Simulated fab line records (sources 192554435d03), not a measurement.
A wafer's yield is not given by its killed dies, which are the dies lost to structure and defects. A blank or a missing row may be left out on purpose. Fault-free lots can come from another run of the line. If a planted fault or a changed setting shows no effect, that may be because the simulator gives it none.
fab line records ; flow n5-finfet
[record] lots = 5; wafers = 14; last-day = 18
route steps=1938 shown SD_EPI_N@269 SD_EPI_P@295 BEOL_M4@1111 PASSIVATION@1936
lots that met no fault: from a run of the same line without faults
start-h: start of the lot's first displayed wafer, in hours after the record's first day ; wait-h: how many hours have passed since the lot's step before this one ; " repeats the value in the row above ; L1.1+2: several wafers, shown together as one row ; - no value, or no start given ; * or withheld: withheld ; < > ~ a bound
route shown NAME@n: NAME is a module with steps in the file, n the number in the route of the first one ; usual: mean/standard deviation taken from wafers without a fault ; same: alike in all rows ; chamber/n: place in a boat ; sites: each site's reading ; _std_site: the standard deviation of these ; _edge_site: inner sites' mean taken away from outer sites' mean ; radius-mm: for every site, how far away it sits from the centre of the wafer ; mask NAME#n: copy n ; behind: the last tool/chamber to shape the wafer ; hold: reason for holding the lot/hours on hold/outcome of the hold ; device: the transistor (n, p or np) that didn't switch ; end of line: the same wafers' tests at the end of the route ; step lacking rows: just its recipe ; killed: not the wafer's yield, but the dies lost to structure and defects at the first sort ; map: the dies of a wafer, with x for killed, . for not killed, _ for no die there
set.NAME: the run value of the setting; set.NAME@STEP: its run value at that earlier step ; model.NAME: the simulator's own value behind a step, which no gauge read
lots at selected steps of the route; one table per step, one row per wafer
services: a tool's chamber out of use, with start hour (start-h, from the record's first day; less than 0 if before it), hours out, and reason
[[steps]]
[step N5_SD_EPI_N_DEVELOP_08]
[recipe] develop-time-s = 30; developer = TMAH; resist = CAR-ArF-block; dev-temp-c = 23; rinse-liquid = diw; dry = air-spin
[step N5_SD_EPI_N_DESCUM_14]
[recipe] chemistry = O2; time-s = 7.9; source-power-w = 50; bias-power-w = 20; pressure-mtorr = 20; rf-frequency-hz = 2.712e+07; temp-c = 40; resist = CAR-ArF-block; o2-flow-sccm = 225
[step N5_SD_EPI_N_ETCH_34]
[recipe] chemistry = CF4; target = SiARC; target-depth-a = 455; mask-material = CAR-ArF-block; time-s = 75.8; ion-energy-ev = 80; pressure-mtorr = 40; source-w = 545; bias-w = 36; Ar_flow_sccm = 100; cf4-flow-sccm = 100; ends = cleared
[step N5_SD_EPI_N_ETCH_35]
[recipe] chemistry = N2/H2; target = SOC; overetch-a = 1080; mask-material = SiARC; temp-c = 40; ion-energy-ev = 100; source-w = 3000; bias-w = 133; pressure-mtorr = 20; time-s = 486; n2-flow-sccm = 200; h2-flow-sccm = 200
[step N5_SD_EPI_N_STRIP_36]
[recipe] chemistry = N2/H2; temp-c = 40; n2-flow-sccm = 200; h2-flow-sccm = 200; rf-frequency-hz = 6e+07
[step N5_SD_EPI_N_ETCHBACK_44]
[recipe] chemistry = CH3F/O2; mode = anisotropic-etchback; target = SiNx; target-depth-a = 145; stop-on = SiO2; over-etch-frac = 0.3; ion-energy-ev = 120; pressure-mtorr = 30; source-w = 395; bias-w = 73; Ar_flow_sccm = 150; CH3F_flow_sccm = 30; O2_flow_sccm = 20
[step N5_SD_EPI_N_ETCH_45]
[recipe] chemistry = CH3F/O2; target = SiOCN; target-depth-a = 60; mask-material = SOC; ion-energy-ev = 60; bias-w = 29; pressure-mtorr = 15; source-w = 410; Ar_flow_sccm = 150; CH3F_flow_sccm = 30; O2_flow_sccm = 20
[step N5_SD_EPI_N_ETCH_16]
[recipe] chemistry = CHF3/O2; target = SiO2; target-depth-a = 50; mask-material = SOC; pressure-mtorr = 30; source-w = 650; bias-w = 170; Ar_flow_sccm = 200; CHF3_flow_sccm = 50; O2_flow_sccm = 5; ion-energy-ev = 200
[step N5_SD_EPI_N_STRIP_47]
[recipe] chemistry = CHF3/O2; resist = SiARC; rf-frequency-hz = 6e+07
[step N5_SD_EPI_N_SD_RECESS_17]
[recipe] chemistry = HBr/Cl2/O2; target-depth-a = 410; mask-material = SOC; time-s = 23.7; bt-time-s = 3; pressure-mtorr = 10; icp-w = 800; bias-w = 112; HBr_flow_sccm = 150; Cl2_flow_sccm = 80; O2_flow_sccm = 12
[usual] drypump-motor-current-A = 5.5/0.45; he-backside-leak-sccm = 2.9/0.37; mfc-cl2-sccm = 80.00/0.23; oes-product-au = 0.994/0.016; throttle-valve-pct = 37.3/0.38
lot.wafer;tool;chamber;start-h;wait-h;drypump-motor-current-A;he-backside-leak-sccm;mfc-cl2-sccm;oes-product-au;rf-hours-counter-h;throttle-valve-pct;model.SD_EPI_N.feature-depth-nm;model.etch.depth-nm;model.Si_of_WELL_APT_EPI_41.thk-nm
L854.1;rie-si-02;3;85.20;0.0;5.8;2.8;80.02;0.976;153;37.1;41.6;41.69;8.6
L854.2;rie-si-02;2;85.20;0.0;5.2;2.8;80.10;0.991;3;37.8;40.8;40.75;9.8
L854.6;rie-si-02;2;85.20;0.0;5.2;2.8;79.78;0.995;-;37.8;40.4;40.44;9.8
L859.2;rie-si-01;2;120.18;0.0;4.9;2.8;80.45;0.983;144;37.4;41.4;41.31;7.8
L859.3;rie-si-01;3;120.18;0.0;5.3;2.9;79.86;0.986;5;36.9;40.2;40.26;8.4
L859.5;rie-si-01;0;120.18;0.0;6.7;2.7;79.62;0.985;-;37.5;40.4;40.46;8.8
L866.3;rie-si-02;0;157.31;0.0;5.2;3.1;80.20;0.983;26;37.4;28.8;28.71;20.4
L866.5;rie-si-02;1;157.31;0.0;5.3;2.9;80.28;0.989;-;37.3;40;39.95;9.2
L867.2;rie-si-02;2;163.88;0.0;5.2;2.9;79.72;0.991;4;37.8;41;40.97;9
L867.3;rie-si-02;3;163.88;0.0;5.8;2.6;79.98;0.967;155;37.1;29.6;29.6;20.6
L867.4;rie-si-02;0;163.88;0.0;5.1;3.2;79.80;0.978;26;37.4;28.6;28.61;21
L869.3;rie-si-02;2;177.58;0.0;5.2;3.0;80.02;1.001;4;37.8;29.4;29.49;20.4
L869.5;rie-si-02;1;177.58;0.0;5.3;2.9;79.69;0.999;-;37.3;40.4;40.33;9.8
L869.6;rie-si-02;2;177.58;0.0;5.2;3.0;80.27;0.996;-;37.8;41.4;41.37;8.6
[step N5_SD_EPI_N_STRIP_38]
[recipe] chemistry = N2/H2; power-w = 1000; temp-c = 250; h2-frac = 0.65; overash-fraction = 0.3; pressure-mtorr = withheld; n2-flow-sccm = 1750; h2-flow-sccm = 3250
[step N5_SD_EPI_N_WET_ETCH_43]
[recipe] chemistry = dHF; dilution = withheld; time-s = 14; target = SiO2; target-depth-a = 15; temp-c = 25
[step N5_SD_EPI_N_STRIP_18]
[recipe] chemistry = SPM; time-s = 750; temp-c = 130; h2so4-h2o2-vol-ratio = 4
lot.wafer;tool;chamber;start-h;wait-h;model.Si_of_WELL_APT_EPI_41.thk-nm
L854.1;wet-bench-06;4;85.39;0.0;8.4
L854.2+6;wet-bench-06;5,3;85.39;0.0;9.4
L859.2;wet-bench-04;6;120.37;0.0;7.4
L859.3;wet-bench-04;7;120.37;0.0;8
L859.5;wet-bench-04;2;120.37;0.0;8.4
L866.3;wet-bench-04;5;157.51;0.0;20.2
L866.5;wet-bench-04;7;157.51;0.0;8.8
L867.2;wet-bench-04;5;164.07;0.0;8.6
L867.3;wet-bench-04;6;164.07;0.0;20.2
L867.4;wet-bench-04;0;164.07;0.0;20.6
L869.3;wet-bench-02;2;177.77;0.0;20
L869.5;wet-bench-02;3;177.77;0.0;9.4
L869.6;wet-bench-02;1;177.77;0.0;8.4
[step N5_SD_EPI_N_SRD_20]
[recipe] dry = ipa-marangoni; do-ppb = 5; time-s = 30; temp-c = 23; rinse-liquid = diw
[step N5_SD_EPI_N_PRECLEAN_48]
[recipe] chemistry = NF3:NH3; afs-cycles = 2; temp-c = 30; time-s = 20; sublimation-temp-c = 180; sublimation-time-s = 60; pressure-torr = 3; rf-power-w = 30
[step N5_SD_EPI_N_VAPOR_ETCH_50]
[recipe] chemistry = HCl; target = Si; temp-c = 775; time-s = 54; pressure-torr = 20; mode = isotropic
[step N5_SD_EPI_N_EPI_21]
[recipe] material = Si:P; dopant = P; temp-c = 680; pressure-torr = 255; time-s = 690
[step N5_SD_EPI_N_PRECLEAN_24]
[recipe] chemistry = O3/DIW; time-s = 60; temp-c = 22; o3-ppm = 10
[step N5_SD_EPI_N_SRD_25]
[recipe] time-s = 30; temp-c = 23; rinse-liquid = diw; dry = ipa-marangoni
[step N5_SD_EPI_N_PRECLEAN_49]
[recipe] chemistry = NF3:NH3; afs-cycles = 1; temp-c = 30; time-s = 20; sublimation-temp-c = 180; sublimation-time-s = 60; pressure-torr = 3; rf-power-w = 30
[step N5_SD_EPI_N_LINER_46]
[recipe] material = SiNx; target-thk-a = 30; temp-c = 400; ald-precursor-family = SiH2I2; ald-co-reactant = N2/H2-plasma; pressure-torr = 2
[step N5_SD_EPI_P_COAT_34]
[recipe] resist = SOC; temp-c = 250; time-s = 60; spin-rpm = 1500; resist-thk-nm = 350
[step N5_SD_EPI_P_COAT_35]
[recipe] resist = SiARC; temp-c = 220; time-s = 60; spin-rpm = 1500; resist-thk-nm = 35
[step N5_SD_EPI_P_COAT_03]
[recipe] resist = CAR-ArF-block; spin-rpm = 1500; resist-thk-nm = 150
[step N5_SD_EPI_P_EBR_05]
[recipe] solvent = PGMEA; ebr-width-mm = 1.5
[step N5_SD_EPI_P_SOFTBAKE_04]
[recipe] temp-c = 110; time-s = 60; resist = CAR-ArF-block
[step N5_SD_EPI_P_EXPOSE_06]
[recipe] mask-id = SD_P_BLK; na = 1.35; source-shape = conventional; sigma-outer = 0.8; polarization = unpolarized; target-cd-nm = 240; dose-mj = 39.5
[step N5_SD_EPI_P_PEB_07]
[recipe] peb-temp-c = 110; peb-time-s = 60; resist = CAR-ArF-block
[step N5_SD_EPI_P_DEVELOP_08]
[recipe] develop-time-s = 30; developer = TMAH; resist = CAR-ArF-block; dev-temp-c = 23; rinse-liquid = diw; dry = air-spin
[step N5_SD_EPI_P_DESCUM_14]
[recipe] chemistry = O2; time-s = 7.9; source-power-w = 50; bias-power-w = 20; pressure-mtorr = 20; rf-frequency-hz = 2.712e+07; temp-c = 40; resist = CAR-ArF-block; o2-flow-sccm = 225
[step N5_SD_EPI_P_ETCH_36]
[recipe] chemistry = CF4; target = SiARC; target-depth-a = 455; mask-material = CAR-ArF-block; time-s = 75.8; ion-energy-ev = 80; pressure-mtorr = 40; source-w = 545; bias-w = 36; Ar_flow_sccm = 100; cf4-flow-sccm = 100; ends = cleared
[step N5_SD_EPI_P_ETCH_37]
[recipe] chemistry = N2/H2; target = SOC; overetch-a = 1080; mask-material = SiARC; temp-c = 40; ion-energy-ev = 100; source-w = 3000; bias-w = 133; pressure-mtorr = 20; time-s = 486; n2-flow-sccm = 200; h2-flow-sccm = 200; ends = end-point
[step N5_SD_EPI_P_STRIP_38]
[recipe] chemistry = N2/H2; temp-c = 40; n2-flow-sccm = 200; h2-flow-sccm = 200; rf-frequency-hz = 6e+07
[step N5_SD_EPI_P_ETCHBACK_46]
[recipe] chemistry = CH3F/O2; mode = anisotropic-etchback; target = SiNx; target-depth-a = 175; stop-on = SiO2; over-etch-frac = 0.3; ion-energy-ev = 120; pressure-mtorr = 30; source-w = 395; bias-w = 73; Ar_flow_sccm = 150; CH3F_flow_sccm = 30; O2_flow_sccm = 20
[step N5_BEOL_M4_RC_MEAS_101]
[usual] CJ_N = 4.32/0.099; DIBL_N = 36.5/2.2; DIBL_P = 36.9/2.9; IOFF_N = 0.17/0.044; IOFF_P = 0.22/0.052; ION_N = 671/16; ION_P = 461/10; REXT_N = 75.4/2.1; SS_N = 71.6/0.73; SS_P = 73.5/0.79; VT_N = 250/4.1; VT_P = -250/4.1
lot.wafer;tool;chamber;start-h;wait-h;CJ_N;DIBL_N[mV/V];DIBL_P[mV/V];IOFF_N[nA/um];IOFF_P[nA/um];ION_N[uA/um];ION_P[uA/um];REXT_N[ohm.um];SS_N[mV/dec];SS_P[mV/dec];VT_N[mV];VT_P[mV]
L854.1;prober-01;0;212.77;0.0;4.34;36.6;36.5;0.19;0.21;668;452;75.2;73.5;74.4;247;-251
L854.2;prober-01;0;212.77;0.0;4.26;28.8;27.5;0.08;0.10;642;442;74.8;70.4;72.3;257;-261
L854.6;prober-01;0;212.77;0.0;4.19;36.4;36.8;0.19;0.22;665;454;75.7;72.6;74.2;247;-250
L859.2;prober-01;0;261.03;0.2;4.45;38.5;38.8;0.19;0.25;689;468;77.5;71.5;73.4;249;-248
L859.3;prober-01;0;261.03;0.2;4.37;36.3;35.6;0.15;0.17;661;452;77.8;71.4;73.6;252;-252
L859.5;prober-01;0;261.03;0.2;4.38;32.8;31.6;0.10;0.13;649;450;78.5;69.6;72.7;255;-257
L867.2;prober-02;0;297.00;0.2;4.37;36.8;38.2;0.19;0.23;680;465;74.1;71.8;73.5;244;-248
L867.3;prober-02;0;297.00;0.2;2.68;34.0;38.7;0.13;0.23;596;464;83.9;70.9;73.1;253;-248
L867.4;prober-02;0;297.00;0.2;2.54;35.8;41.0;0.15;0.26;582;454;85.6;71.0;74.0;253;-247
L866.3;prober-01;0;297.37;0.3;2.61;35.0;39.2;0.13;0.23;590;466;86.9;71.9;73.8;254;-250
L866.5;prober-01;0;297.37;0.3;4.27;37.9;39.6;0.18;0.24;679;473;76.5;71.4;74.0;246;-248
L869.3;prober-02;0;318.53;0.3;2.64;37.8;40.4;0.16;0.27;601;464;85.1;71.4;74.5;252;-247
L869.5;prober-02;0;318.53;0.3;4.22;36.9;34.8;0.13;0.17;645;441;76.4;71.2;73.5;254;-253
L869.6;prober-02;0;318.53;0.3;4.34;38.1;36.7;0.14;0.20;657;452;75.9;71.9;73.2;254;-252
[step N5_PASSIVATION_PROBE_49]
[usual] defect-limited-yield = 91.3/1.4; killed_at_M0_to_M3 = 36/10; killed_at_M4_up = 13/5.4; killed-at-contacts = 12/5.3; killed-at-front-end = 39/10; killed-at-other = 3.2/2.7; killed-dies = 103/16; killed-open = 68/13; killed-short = 33/6.6; sort_bin_5_function = 5.1/0.92; sort_bin_6_memory = 3.3/0.68; sort_bin_8_speed = 0.1/0.41; sort-n-pass = 1077/17
[same] gross-dies = 1180; killed-at-back-side = 0; sort_bin_4_leakage[%] = 0
lot.wafer;tool;chamber;start-h;wait-h;defect-limited-yield[%];killed_at_M0_to_M3;killed_at_M4_up;killed-at-contacts;killed-at-front-end;killed-at-other;killed-dies;killed-open;killed-short;sort_bin_5_function[%];sort_bin_6_memory[%];sort_bin_8_speed[%];sort-n-pass
L867.2;prober-02;-;412.19;0.1;91.9;47;8;11;24;6;96;61;35;4.4;3.3;0;1084
L867.3;prober-02;-;412.24;0.1;90.8;57;9;10;30;3;109;66;35;5.3;2.6;90.8;0
L867.4;prober-02;-;412.29;0.2;89.6;38;4;22;56;3;123;72;36;5.5;3.6;89.6;0
L866.3;prober-01;-;417.05;0.1;89.8;55;8;14;42;1;120;86;32;4.9;4.8;89.8;0
L866.5;prober-01;-;417.15;0.2;91.5;44;5;11;34;6;100;70;28;4.1;4.2;0;1080
L869.3;prober-01;-;430.82;0.1;93.5;28;11;5;32;1;77;43;34;4.5;1.9;92.0;17
// killed by level:class
L867.2 BEOL_M0_SAQP:geometric-particle:short=12 BEOL_M0_SAQP:geometric-particle:open=11 MOL_CONTACT_COAG:geometric-particle:open=8 BEOL_M2:geometric-particle:short=7 BEOL_M2:geometric-particle:open=6 BEOL_M3:geometric-particle:open=5 FIN_SAQP:geometric-particle:open=4 ILD0:geometric-particle:open=4
L867.3 BEOL_M2:geometric-particle:open=18 BEOL_M3:geometric-particle:open=12 BEOL_M0_SAQP:geometric-particle:short=9 MOL_CONTACT_COAG:geometric-particle:open=8 BEOL_M0_SAQP:geometric-particle:open=6 HKMG_FIN:area-etch=6 STI_FIN_REVEAL:geometric-particle:open=5 BEOL_M1:geometric-particle:open=4
L867.4 MOL_CONTACT_COAG:geometric-particle:open=19 BEOL_M0_SAQP:geometric-particle:short=13 HKMG_FIN:area-etch=13 DUMMY_GATE:geometric-particle:open=11 FIN_SAQP:geometric-particle:open=8 STI_FIN_REVEAL:geometric-particle:open=7 BEOL_M0_SAQP:geometric-particle:open=6 BEOL_M3:geometric-particle:open=6
L866.3 BEOL_M3:geometric-particle:open=17 BEOL_M1:geometric-particle:open=11 BEOL_M2:geometric-particle:open=10 FIN_SAQP:geometric-particle:short=9 MOL_CONTACT_COAG:geometric-particle:open=9 GATE_CUT:geometric-particle:open=7 FIN_SAQP:geometric-particle:open=5 GATE_CUT:geometric-particle:short=5
L866.5 BEOL_M3:geometric-particle:open=18 BEOL_M2:geometric-particle:open=9 MOL_CONTACT_COAG:geometric-particle:open=8 FIN_SAQP:geometric-particle:open=6 BEOL_M3:geometric-particle:short=6 STARTING-WAFER:geometric-particle:open=5 BEOL_M0_SAQP:geometric-particle:open=5 GATE_CUT:geometric-particle:short=4
L869.3 BEOL_M0_SAQP:geometric-particle:short=9 BEOL_M0_SAQP:geometric-particle:open=8 ILD0:geometric-particle:short=6 BEOL_M1:geometric-particle:open=6 FIN_SAQP:geometric-particle:open=5 GATE_CUT:geometric-particle:short=5 FIN_SAQP:geometric-particle:short=4 ILD0:geometric-particle:open=4
// map L866.3 (x killed, . not)
_________________............________________
______________......x..........._____________
___________..x...............x..x..__________
__________x....x........x...xx....x._________
________x...x.....x..................._______
_______.....x.................x.x......______
______.....x.x.................x.......x_____
_____...x......................x.xx.x...x____
____...x..........................x.......___
___....x......x...............x..........x.__
___x.x..x......x................x.......xxx__
__...............x.x......x.x.............x._
__........x........x...............x........_
_.......x................x....x.....x........
_..........x....x....x..x.....x...........x..
_..............x..x......x..xx.........x.....
_...x.x..............x......................x
_...........x....x..........x..x........x....
_....x...x.............x..x...............x..
_...x............x.x.......x..x..............
_..................x.........x...xx..........
__.......x...x.......x..................x..x_
__.................xx.x......x.............._
___....................x..x........x.......__
___...................x.....x..........x...__
____..........................x....x......___
_____......x.............................____
______..................x..x........x..._____
_______x...............................______
________....x.....................x..._______
__________...........x.x....x......._________
___________.......x...............x__________
______________.............x..x._____________
_________________..x.....x...________________
// map L867.4 (x killed, . not)
_________________.x..........________________
______________.x....x..........x_____________
___________.....x...............x..__________
__________.........................._________
________...x.......x......x...x......._______
_______..........................x.....______
______..x...x....x......................_____
_____........x.........................x.____
____...x........x........x...x..x.......x.___
___.....................x.............xx..x__
___.........xx.............................__
__......x....x...x.............x........xx.._
__..........x...................xx.....x...._
_...x.............x..............x...........
_.x................................x.........
_x.....x.....x.......x.....x..........x......
_.........x....x.........................x..x
_..........x.......x............xx........x..
_...x.....................................x..
_..x....x....x..x.....x.................x..x.
_..x...x.....x....xx...x.x...........x.......
__.....x....x.....................x........x_
__............x........x.................x.._
___....x...x.x.x..........x.........x......__
___.......x.....x....x.x.x....x......x.....__
____.......x.....x......................x.___
_____.........x.......x..........x.....x.____
______.....x...................x.x......_____
_______................x...x.x.......x.______
________.................x.........x.._______
__________..x........x..........x..._________
___________x....................x.x__________
______________..x...x.x........._____________
_________________..x..xx.....________________
[[services]]
tool;chamber;start-h;hours;kind
rie-si-01;-;157.73;0.3;repair
wet-bench-04;-;161.40;1.6;repair
rie-si-02;2;171.80;3.7;repair
[[key]]
[first-sign] step = N5_BEOL_M4_RC_MEAS_101; reading = CJ_N; direction = down; sigmas = 17; usual = 4.32; struck = 2.62
[effect] step = N5_BEOL_M4_RC_MEAS_101; reading = ION_N; direction = down; sigmas = 4.9; usual = 671; struck = 592
[effect] step = N5_BEOL_M4_RC_MEAS_101; reading = REXT_N; direction = up; sigmas = 4.8; usual = 75.4; struck = 85.4
[effect] step = N5_PASSIVATION_PROBE_49; reading = sort_bin_8_speed; direction = up; sigmas = 99+; usual = 0.1; struck = 90.6
[model-effect] step = N5_SD_EPI_N_SD_RECESS_17; value = SD_EPI_N.feature-depth-nm; without = 40.65; struck = 29.1
[model-effect] step = N5_SD_EPI_N_STRIP_18; value = Si_of_WELL_APT_EPI_41.thk-nm; without = 8.8; struck = 20.25
met-at N5_SD_EPI_N_SD_RECESS_17
struck-wafers L866.3,L867.3,L867.4,L869.3
[baseline-loss] step = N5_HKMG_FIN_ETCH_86; wafers = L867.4
onset-between 85.20 157.31
[fault] kind = process-parameter-drift; tool = rie-si-02; chamber = -; onset-h = 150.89; steps = N5_SD_EPI_N_SD_RECESS_17; channel = time-s; offset = *; shape = step; end-h = 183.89; scope = struck-wafers-only; acts-in = *; stated = *
// baseline-loss: these wafers lose ten dies or more at that step, a loss of the line's own and not of a fault; the sort's usual values leave them out
